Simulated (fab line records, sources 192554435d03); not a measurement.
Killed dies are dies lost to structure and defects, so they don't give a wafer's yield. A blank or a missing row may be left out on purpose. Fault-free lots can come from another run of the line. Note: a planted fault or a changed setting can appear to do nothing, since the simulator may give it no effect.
A single fault, viewed from 3 desks + flow n5Finfet + numbers are kept per desk, each desk with only its own; the story behind them comes last

== AT THE TOOL OWNER'S DESK: rieDiel-03 ==
The tool's own readings at N5_BEOL_M2_VIA_ETCH_34 (etches the open film in C4F6/O2, target depth 69.4 nm, time 65.9 s): means of the sampled wafers that have a number, for each lot that ran on this tool. Any lot whose mean is over 4 standard deviations away from the usual mean is out of limits and marked OUT; that distance is given in the brackets.
Columns: A = drypumpMotorCurrentA at N5_BEOL_M2_VIA_ETCH_34, usual 5.60 A; B = oesProductAu at N5_BEOL_M2_VIA_ETCH_34, usual 0.78 a.u.; C = rfFwdPowerW at N5_BEOL_M2_VIA_ETCH_34, usual 347.5 W; D = rfVppV at N5_BEOL_M2_VIA_ETCH_34, usual 665 V; E = showerheadPlenumPTorr at N5_BEOL_M2_VIA_ETCH_34, usual 2.88 Torr; F = throttleValvePct at N5_BEOL_M2_VIA_ETCH_34, usual 30.8 %
| lot  | first seen here | A    | B    | C               | D   | E    | F    |
|------|-----------------|------|------|-----------------|-----|------|------|
| L773 | day 7 20:34     | 5.57 | 0.71 | 347.9           | 666 | 2.86 | 30.9 |
| L786 | day 11 04:03    | 5.58 | 0.78 | 376.3 (+24) OUT | 645 | 2.85 | 30.8 |
This desk finds L786 out of limits, L786 being first, at day 11 04:03 (rfFwdPowerW at N5_BEOL_M2_VIA_ETCH_34). L773: within limits.

== THE DEFECT DESK ==
Counts from the inspections along the route, per lot, as means over the sampled wafers that have a number. Any lot whose mean is over 4 standard deviations away from the usual mean is out of limits and marked OUT; that distance is given in the brackets.
Columns: A = rawDefectCount at N5_BEOL_M2_INSPECT_30, usual 438
| lot  | first seen here | A   |
|------|-----------------|-----|
| L773 | day 7 19:02     | 601 |
| L775 | day 8 03:28     | 436 |
| L786 | day 10 22:38    | 356 |
| L770 | day 11 13:56    | 375 |
| L791 | day 12 19:22    | 401 |
This desk's finding: nothing out of limits on any of the 5 lots.

== THE METROLOGY DESK ==
What the gauges read for every lot (on any tool): the sampled wafers with a number, averaged. Any lot whose mean is over 4 standard deviations away from the usual mean is out of limits and marked OUT; that distance is given in the brackets. 7 of its 12 readings are shown, namely those furthest out on some lot.
Columns: A = V1_OVL at N5_BEOL_M2_OVL_MEAS_29, usual -0.1 nm; B = IOFF_P at N5_BEOL_M4_RC_MEAS_101, usual 0.21 nA/um; C = ION_N at N5_BEOL_M4_RC_MEAS_101, usual 673 uA/um; D = ION_P at N5_BEOL_M4_RC_MEAS_101, usual 462 uA/um; E = SS_N at N5_BEOL_M4_RC_MEAS_101, usual 71.4 mV/dec; F = SS_P at N5_BEOL_M4_RC_MEAS_101, usual 73.2 mV/dec; G = VT_P at N5_BEOL_M4_RC_MEAS_101, usual -250 mV
| lot  | first seen here | A    | B    | C   | D   | E    | F    | G    |
|------|-----------------|------|------|-----|-----|------|------|------|
| L773 | day 7 18:57     | 0.6  | 0.21 | 663 | 458 | 71.6 | 73.4 | -249 |
| L775 | day 8 03:22     | 0.2  | 0.19 | 673 | 460 | 71.6 | 72.7 | -251 |
| L786 | day 10 22:33    | -0.3 | 0.18 | 677 | 466 | 70.6 | 72.6 | -252 |
| L770 | day 11 13:50    | 0.7  | 0.22 | 676 | 467 | 70.7 | 73.0 | -247 |
| L791 | day 12 19:17    | 0.0  | 0.25 | 677 | 470 | 71.2 | 73.8 | -246 |
This desk's finding: nothing out of limits on any of the 5 lots.

== TAKEN TOGETHER ==
The tool owner's desk could have raised an alarm at day 11 04:03, on L786.
No out-of-limits result turned up at the defect desk.
From the metrology desk's view, nothing was out of limits.
The defect desk has L786 on record, within its limits.
The metrology desk has L786 on record, within its limits.
Every lot named ran N5_BEOL_M2_VIA_ETCH_34 on rieDiel-03.

== WHAT WAS PUT IN BY THE SIMULATOR ==
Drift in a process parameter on rieDiel-03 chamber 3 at N5_BEOL_M2_VIA_ETCH_34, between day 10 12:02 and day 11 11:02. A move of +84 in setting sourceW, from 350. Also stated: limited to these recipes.
Shown lots that were struck: L786.
Delay in hours, fault start to first out-of-limits reading, by desk: the tool owner's desk at 16.
